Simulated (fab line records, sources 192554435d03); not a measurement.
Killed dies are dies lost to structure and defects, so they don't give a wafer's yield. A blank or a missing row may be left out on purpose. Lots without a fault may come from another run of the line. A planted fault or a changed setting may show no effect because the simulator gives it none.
Chamber matching | flow n5_finfet | N5_BEOL_M0_SAQP_HM_DEP_111 on pecvd-01: 3 sister chambers
The step deposits SiO2 from SiH4/N2O, target thk 12 nm, time 7.2 s. 6 wafers are shown with their chamber, then 7 later ones without.

WAFERS WITH THEIR CHAMBER
wafer  | chamber | showerhead_plenum_p_Torr (Torr) | heater_power_w (W)
L079.2 | 2       | 8.07                            | 594
L082.1 | 0       | 8.23                            | 795
L082.2 | 2       | 8.09                            | 666
L082.3 | 1       | 8.25                            | 697
L084.2 | 0       | 8.21                            | 746
L084.3 | 1       | 8.28                            | 737

WAFERS WITHOUT THEIR CHAMBER
wafer  | showerhead_plenum_p_Torr (Torr) | heater_power_w (W)
L084.4 | 8.05                            | 694
L088.2 | 8.25                            | 688
L088.5 | 8.07                            | 624
L088.6 | 8.21                            | 702
L097.3 | 8.08                            | 610
L097.5 | 8.08                            | 615
L097.6 | 8.28                            | 661

WHICH CHAMBER EACH WENT THROUGH
wafer  | from the rows above     | in truth
L084.4 | 2                       | 2
L088.2 | can't be placed: 1 or 0 | 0
L088.5 | 2                       | 2
L088.6 | can't be placed: 0 or 1 | 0
L097.3 | 2                       | 2
L097.5 | 2                       | 2
L097.6 | 1                       | 1
Placed correctly: 5 of 7. Can't be placed from these rows: 2 (the true chamber is among the candidates in 2). Placed wrongly: 0.
How it was worked out, from the rows above alone: a wafer's distance from a chamber is the root of the sum, over the readings, of the square of ((its reading less the chamber's mean) divided by the reading's scatter). The wafer belongs to the nearest chamber; if the next one is less than 2 further off, it can't be placed. A chamber's mean is the mean of its shown wafers. The scatter: the root of (the sum of the squares of (reading less its chamber's mean) over the shown wafers, divided by (wafers less chambers)).
